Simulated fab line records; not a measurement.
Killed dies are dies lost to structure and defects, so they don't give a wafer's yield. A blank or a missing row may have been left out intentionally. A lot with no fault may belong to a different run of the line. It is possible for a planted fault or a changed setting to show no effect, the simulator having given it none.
fab line records	flow n5_finfet
record: lots: 7	wafers: 21
route steps=1938 shown BEOL_M13@1673 BEOL_M15@1800 MIM_BOT_ETCH@1866 PASSIVATION@1901
start_h: hours from the record's opening day to when the first of the lot's shown wafers began	wait_h: how many hours have passed since the lot's step before this one	" same as the row above	L1.1+2: a row that stands for several wafers	- no value, or no start was given	* or withheld: withheld	< > ~ a bound
route shown NAME@n: NAME is a module with steps in the file, n the number in the route of the first one	usual: mean/standard deviation of fault-free wafers	same: alike in all rows	chamber/n: place in a boat	sites: readings site by site	_std_site: the values' standard deviation	_edge_site: mean of outer sites minus mean of inner sites	radius_mm: for every site, how far away it sits from the centre of the wafer	mask NAME#n: copy n	behind: tool/chamber where the wafer was last shaped	hold: why the lot went on hold/how many hours it stayed there/how the hold came to an end	device: whichever transistor did not switch (one of n, p or np)	end of line: the tests these same wafers got at the end of their route	step lacking rows: just its recipe	killed: the dies lost at the first sort to structure and to defects; this is not the yield of the wafer	map: a wafer's dies, x killed, . not, _ none there
set.NAME: the setting the step ran with; set.NAME@STEP: the setting that earlier step ran with	model.NAME: the simulator's own value behind a step, which no gauge read
lots run with intentionally changed settings; tables by step, rows by wafer
== steps ==
step: N5_BEOL_M13_ETCH_59
recipe: chemistry: N2/H2	target: BARC	target_depth_a: 890	overetch_a: 267	time_s: 67.9	ion_energy_ev: 200	pressure_mtorr: 30	source_w: 840	bias_w: 150	n2_flow_sccm: 200	h2_flow_sccm: 200
usual: rf_vpp_V: 523.6/2.2
lot.wafer	tool	chamber	start_h	wait_h	set.bias_w	set.spin_rpm@BEOL_M13_COAT_58	rf_vpp_V	model.etch.depth_nm
L088.3	rie_diel-06	0	331.32	0.0	150	1500	523.2	89.31
L088.5	"	3	"	"	150	1500	528.2	89.35
L088.6	"	2	"	"	150	1500	523.8	89.42
L089.2	rie_diel-03	0	340.06	0.0	150	1500	523.9	89.11
L089.5	"	1	"	"	150	1360	521.5	93.6
L089.6	"	0	"	"	150	1360	521.1	93.33
L090.4	rie_diel-06	2	345.66	0.0	150	1652	522.1	84.64
L090.5	"	1	"	"	150	1500	520.9	88.93
L090.6	"	2	"	"	176.9	1652	582.1	84.74
L091.3	rie_diel-06	0	347.82	0.0	150	1500	524.5	89.22
L091.4	"	2	"	"	138.8	1619	498.4	85.7
L091.5	"	3	"	"	138.8	1500	502.9	89.29
L092.2	rie_diel-03	3	354.96	0.0	150	1570	525.9	87.49
L092.4	"	0	"	"	171.8	1500	569.0	89.48
L092.5	"	1	"	"	150	1570	520.2	87.38
L094.1	rie_diel-06	0	365.87	0.0	150	1500	524.2	89.29
L094.5	"	1	"	"	143	1613	507.5	85.81
L094.6	"	2	"	"	143	1500	509.0	89.19
L093.3	rie_diel-06	3	366.76	0.0	150	1500	527.5	89.51
L093.4	"	2	"	"	150	1548	521.7	87.97
L093.5	"	3	"	"	150	1548	525.9	88.08
step: N5_BEOL_M13_VIA_ETCH_16
recipe: chemistry: C4F8/O2/Ar	target: SiOC	pressure_mtorr: 30	source_w: 3000	bias_w: 700	Ar_flow_sccm: 400	C4F8_flow_sccm: 15	O2_flow_sccm: 8	he_inner_torr: 15	he_outer_torr: 30	target_depth_a: 9217	time_s: withheld	ion_energy_ev: 250	ends: cleared
step: N5_BEOL_M13_STRIP_63
recipe: chemistry: N2/H2	power_w: 1000	temp_c: 250	h2_frac: 0.65	overash_fraction: 0.3	pressure_mtorr: 1000	n2_flow_sccm: 1750	h2_flow_sccm: 3250
step: N5_BEOL_M13_STRIP_64
recipe: chemistry: N2/H2	power_w: 1000	temp_c: 250	h2_frac: 0.65	overash_fraction: 0.3	pressure_mtorr: withheld	n2_flow_sccm: 1750	h2_flow_sccm: 3250
usual: strip_time_to_endpoint_s: 31.36/0.084
lot.wafer	tool	chamber	start_h	wait_h	set.spin_rpm@BEOL_M13_COAT_58	strip_time_to_endpoint_s
L088.3	plasma_asher-02	1	331.69	0.0	1500	31.41
L088.5	"	0	"	"	1500	31.41
L088.6	"	1	"	"	1500	31.44
L089.2	plasma_asher-01	1	340.40	0.0	1500	31.35
L089.5	"	1	"	"	1360	32.62
L089.6	"	0	"	"	1360	32.53
L090.4	plasma_asher-02	1	346.03	0.0	1652	30.05
L090.5	"	1	"	"	1500	31.31
L090.6	"	0	"	"	1652	30.10
L091.3	plasma_asher-02	1	348.19	0.0	1500	31.37
L091.4	"	0	"	"	1619	30.36
L091.5	"	0	"	"	1500	31.40
L092.2	plasma_asher-01	1	355.31	0.0	1570	30.88
L092.4	"	0	"	"	1500	31.46
L092.5	"	0	"	"	1570	30.86
L094.1	plasma_asher-01	0	366.21	0.0	1500	31.40
L094.5	"	0	"	"	1613	30.40
L094.6	"	1	"	"	1500	31.38
L093.3	plasma_asher-02	0	367.13	0.0	1500	31.46
L093.4	"	1	"	"	1548	31.01
L093.5	"	0	"	"	1548	31.06
step: N5_BEOL_M15_EXPOSE_25
recipe: mask_id: M15	na: 0.8	source_shape: annular	sigma_inner: 0.5	sigma_outer: 0.8	polarization: unpolarized	target_cd_nm: 400	dose_mj: 35.5
lot.wafer	tool	chamber	start_h	wait_h	mask	set.dose_mj
L088.3+5+6	krf_scanner-01	0	343.29	-	M15#0	35.5
L089.2+6	krf_scanner-02	0	351.02	-	M15#0	35.5
L089.5	"	0	"	"	M15#0	37.5
L090.4	krf_scanner-02	0	356.19	-	M15#0	35.5
L090.5+6	"	0	"	"	M15#0	38.04
L091.3+4	krf_scanner-02	0	362.20	-	M15#0	35.5
L091.5	"	0	"	"	M15#0	37.53
L092.2	krf_scanner-01	0	368.88	-	M15#0	35.5
L092.4+5	"	0	"	"	M15#0	34.57
L094.1+6	krf_scanner-01	0	378.78	-	M15#0	33.37
L094.5	"	0	"	"	M15#0	35.5
L093.3+4	krf_scanner-01	0	380.17	-	M15#0	33.98
L093.5	"	0	"	"	M15#0	35.5
step: N5_BEOL_M15_PEB_26
recipe: peb_temp_c: 130	peb_time_s: 90
step: N5_BEOL_M15_DEVELOP_27
recipe: develop_time_s: 45	rinse_liquid: diw	dry: air_spin	dev_temp_c: 21
step: N5_BEOL_M15_HARDBAKE_32
recipe: temp_c: 130	time_s: 120
step: N5_BEOL_M15_CD_MEAS_28
recipe: target_cd_nm: 407.6	landing_energy_ev: 500	detector: se_inlens
usual: cd_nm: 406.6/2.2
lot.wafer	tool	chamber	start_h	wait_h	set.dose_mj@BEOL_M15_EXPOSE_25	cd_nm
L088.3	cd_sem-01	0	343.45	-	35.5	411.0
L088.5	"	0	"	"	35.5	407.0
L088.6	"	0	"	"	35.5	405.9
L089.2	cd_sem-02	0	351.19	-	35.5	405.9
L089.5	"	0	"	"	37.5	414.1
L089.6	"	0	"	"	35.5	407.7
L090.4	cd_sem-02	0	356.35	-	35.5	410.0
L090.5	"	0	"	"	38.04	419.1
L090.6	"	0	"	"	38.04	417.7
L091.3	cd_sem-01	0	362.36	-	35.5	408.5
L091.4	"	0	"	"	35.5	406.9
L091.5	"	0	"	"	37.53	417.5
L092.2	cd_sem-03	0	369.05	-	35.5	405.9
L092.4	"	0	"	"	34.57	400.8
L092.5	"	0	"	"	34.57	397.6
L094.1	cd_sem-01	0	378.95	-	33.37	397.1
L094.5	"	0	"	"	35.5	407.0
L094.6	"	0	"	"	33.37	394.8
L093.3	cd_sem-01	0	380.34	-	33.98	400.8
L093.4	"	0	"	"	33.98	400.4
L093.5	"	0	"	"	35.5	411.4
step: N5_BEOL_M15_DESCUM_33
recipe: chemistry: O2	time_s: 7.9	source_power_w: 50	bias_power_w: 20	pressure_mtorr: 20	rf_frequency_hz: 2.712e+07	temp_c: 40	o2_flow_sccm: 225
lot.wafer	tool	chamber	start_h	wait_h	set.time_s	set.dose_mj@BEOL_M15_EXPOSE_25	model.BEOL_M15.cd_nm
L088.3	rie_diel-02	3	343.68	0.2	7.9	35.5	411
L088.5	"	3	"	"	7.9	35.5	407.2
L088.6	"	0	"	"	7.9	35.5	405.4
L089.2	rie_diel-03	2	351.40	0.2	8.842	35.5	406.4
L089.5	"	3	"	"	7.9	37.5	414.2
L089.6	"	0	"	"	7.9	35.5	408.2
L090.4	rie_diel-03	2	356.44	0.0	6.38	35.5	410.2
L090.5	"	3	"	"	7.9	38.04	419
L090.6	"	0	"	"	6.38	38.04	417.8
L091.3	rie_diel-06	0	362.68	0.3	7.9	35.5	408.8
L091.4	"	1	"	"	9.415	35.5	407
L091.5	"	0	"	"	9.415	37.53	417.6
L092.2	rie_diel-06	0	369.13	0.0	8.666	35.5	406.4
L092.4	"	1	"	"	8.666	34.57	400.6
L092.5	"	0	"	"	7.9	34.57	397.4
L094.1	rie_diel-02	3	379.32	0.3	9.631	33.37	397.6
L094.5	"	2	"	"	7.9	35.5	407.4
L094.6	"	3	"	"	9.631	33.37	395.2
L093.3	rie_diel-03	0	380.65	0.3	9.553	33.98	400.8
L093.4	"	3	"	"	7.9	33.98	400.4
L093.5	"	2	"	"	7.9	35.5	411.6
step: N5_BEOL_M15_ETCH_61
recipe: chemistry: N2/H2	target: BARC	target_depth_a: 890	overetch_a: 267	time_s: 67.9	ion_energy_ev: 200	pressure_mtorr: 30	source_w: 840	bias_w: 150	n2_flow_sccm: 200	h2_flow_sccm: 200
lot.wafer	tool	chamber	start_h	wait_h	set.dose_mj@BEOL_M15_EXPOSE_25	model.BEOL_M15.cd_nm
L088.3	rie_diel-02	3	343.71	0.0	35.5	403.8
L088.5	"	3	"	"	35.5	399.6
L088.6	"	0	"	"	35.5	397.6
L089.2	rie_diel-03	2	351.43	0.0	35.5	398.8
L089.5	"	3	"	"	37.5	404.6
L089.6	"	0	"	"	35.5	399.6
L090.4	rie_diel-03	2	356.47	0.0	35.5	403
L090.5	"	3	"	"	38.04	409.4
L090.6	"	0	"	"	38.04	408.2
L091.3	rie_diel-06	0	362.72	0.0	35.5	399.8
L091.4	"	1	"	"	35.5	398.8
L091.5	"	0	"	"	37.53	408.6
L092.2	rie_diel-06	0	369.17	0.0	35.5	397.8
L092.4	"	1	"	"	34.57	394.2
L092.5	"	0	"	"	34.57	389
L094.1	rie_diel-02	3	379.36	0.0	33.37	389.8
L094.5	"	2	"	"	35.5	399.8
L094.6	"	3	"	"	33.37	387.4
L093.3	rie_diel-03	0	380.69	0.0	33.98	391.2
L093.4	"	3	"	"	33.98	390.8
L093.5	"	2	"	"	35.5	404.2
step: N5_MIM_BOT_ETCH_ETCH_04
recipe: chemistry: CF4/O2	target: SiNx	target_depth_a: 260	time_s: 13	ion_energy_ev: 100	pressure_mtorr: 40	source_w: 535	bias_w: 49	Ar_flow_sccm: 100	cf4_flow_sccm: 100	O2_flow_sccm: 10
lot.wafer	tool	chamber	start_h	wait_h	set.time_s	model.etch.depth_nm
L088.3	rie_diel-01	0	353.90	0.0	13	24.81
L088.5	"	1	"	"	13	25.25
L088.6	"	0	"	"	13	24.88
L089.2	rie_diel-04	3	359.45	0.0	13	27.26
L089.5	"	3	"	"	13	27.32
L089.6	"	0	"	"	13	24.97
L090.4	rie_diel-05	1	363.52	0.0	13	24.03
L090.5	"	2	"	"	13	25.95
L090.6	"	1	"	"	13	24.12
L091.3	rie_diel-01	2	371.88	0.0	15.33	31.17
L091.4	"	0	"	"	15.33	29.43
L091.5	"	0	"	"	13	24.72
L092.2	rie_diel-01	2	377.46	0.0	13	26.63
L092.4	"	0	"	"	10.92	20.81
L092.5	"	0	"	"	13	25
L094.1	rie_diel-04	0	389.13	0.0	12.07	23.31
L094.5	"	1	"	"	13	25.04
L094.6	"	0	"	"	13	24.93
L093.3	rie_diel-05	2	390.21	0.0	13	26.05
L093.4	"	3	"	"	13.93	28.92
L093.5	"	0	"	"	13	26.4
step: N5_PASSIVATION_EXPOSE_27
recipe: mask_id: PAD	na: 0.55	source_shape: conventional	sigma_outer: 0.8	polarization: unpolarized	defocus_nm: 0	dose_mj: 32.3
lot.wafer	tool	chamber	start_h	wait_h	mask	set.dose_mj
L088.3+5+6	krf_scanner-01	0	358.66	-	PAD#0	32.3
L089.2	krf_scanner-02	0	364.77	-	PAD#0	32.3
L089.5+6	"	0	"	"	PAD#0	33.58
L090.4	krf_scanner-02	0	368.61	-	PAD#0	33.5
L090.5+6	"	0	"	"	PAD#0	32.3
L091.3+5	krf_scanner-02	0	375.53	-	PAD#0	33.85
L091.4	"	0	"	"	PAD#0	32.3
L092.2+5	krf_scanner-01	0	382.10	-	PAD#0	34.6
L092.4	"	0	"	"	PAD#0	32.3
L094.1+5+6	krf_scanner-02	0	392.84	-	PAD#0	32.3
L093.3	krf_scanner-02	0	393.11	-	PAD#0	32.3
L093.4+5	"	0	"	"	PAD#0	29.9
step: N5_PASSIVATION_PEB_28
recipe: peb_temp_c: withheld	peb_time_s: *
lot.wafer	tool	chamber	start_h	wait_h	set.peb_time_s
L088.3+5+6	litho_track-01	0	358.71	0.0	*
L089.2	litho_track-03	0	364.82	0.0	*
L089.5+6	"	0	"	"	*
L090.4+5+6	litho_track-04	0	368.65	0.0	*
L091.3+4+5	litho_track-04	0	375.58	0.0	*
L092.2+5	litho_track-01	0	382.15	0.0	*
L092.4	"	0	"	"	*
L094.1+6	litho_track-04	0	392.90	0.1	*
L094.5	"	0	"	"	*
L093.3	litho_track-03	0	393.16	0.0	*
L093.4+5	"	0	"	"	*
step: N5_PASSIVATION_DEVELOP_29
recipe: develop_time_s: 60	rinse_liquid: diw	dry: air_spin	dev_temp_c: 21
step: N5_PASSIVATION_HARDBAKE_31
recipe: temp_c: 130	time_s: 120
step: N5_PASSIVATION_CD_MEAS_30
recipe: target_cd_nm: 4000	landing_energy_ev: 500	detector: se_inlens	polarity: opening
usual: cd_nm: 4000.4/2.9
lot.wafer	tool	chamber	start_h	wait_h	set.dose_mj@PASSIVATION_EXPOSE_27	cd_nm
L088.3	cd_sem-02	0	358.83	-	32.3	3997.5
L088.5	"	0	"	"	32.3	3998.6
L088.6	"	0	"	"	32.3	3994.5
L089.2	cd_sem-02	0	364.94	-	32.3	3998.2
L089.5	"	0	"	"	33.58	4012.8
L089.6	"	0	"	"	33.58	4015.5
L090.4	cd_sem-01	0	368.77	-	33.5	4004.5
L090.5	"	0	"	"	32.3	4002.1
L090.6	"	0	"	"	32.3	3995.8
L091.3	cd_sem-01	0	375.70	-	33.85	4003.7
L091.4	"	0	"	"	32.3	3997.4
L091.5	"	0	"	"	33.85	4006.8
L092.2	cd_sem-03	0	382.27	-	34.6	4007.5
L092.4	"	0	"	"	32.3	3993.3
L092.5	"	0	"	"	34.6	4011.5
L094.1	cd_sem-03	0	393.02	-	32.3	3998.9
L094.5	"	0	"	"	32.3	3991.7
L094.6	"	0	"	"	32.3	3998.0
L093.3	cd_sem-02	0	393.28	-	32.3	4005.6
L093.4	"	0	"	"	29.9	3990.4
L093.5	"	0	"	"	29.9	3989.0
== key ==
split: step: N5_BEOL_M13_ETCH_59	setting: bias_w	stated: 150	by: wafer
response: step: N5_BEOL_M13_ETCH_59	reading: rf_vpp_V	change: +3.29	per: 1%	r: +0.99
split: step: N5_BEOL_M15_EXPOSE_25	setting: dose_mj	stated: 35.5	by: wafer
response: step: N5_BEOL_M15_CD_MEAS_28	reading: cd_nm	change: +1.62	per: 1%	r: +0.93
response: step: N5_BEOL_M15_DESCUM_33	reading: model.BEOL_M15.cd_nm	change: +1.61	per: 1%	r: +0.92
response: step: N5_BEOL_M15_ETCH_61	reading: model.BEOL_M15.cd_nm	change: +1.5	per: 1%	r: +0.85
split: step: N5_BEOL_M15_DESCUM_33	setting: time_s	stated: 7.9	by: wafer
response none clear
split: step: N5_MIM_BOT_ETCH_ETCH_04	setting: time_s	stated: 13	by: wafer
response: step: N5_MIM_BOT_ETCH_ETCH_04	reading: model.etch.depth_nm	change: +0.311	per: 1%	r: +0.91
split: step: N5_PASSIVATION_EXPOSE_27	setting: dose_mj	stated: 32.3	by: wafer
response: step: N5_PASSIVATION_CD_MEAS_30	reading: cd_nm	change: +2.24	per: 1%	r: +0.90
split: step: N5_PASSIVATION_PEB_28	setting: peb_time_s	stated: *	by: wafer
response none clear
split outside_this_file step=N5_BEOL_M13_COAT_58 setting=spin_rpm
split outside_this_file: this setting was split too, and the file shows its column; the key of that split is in another file
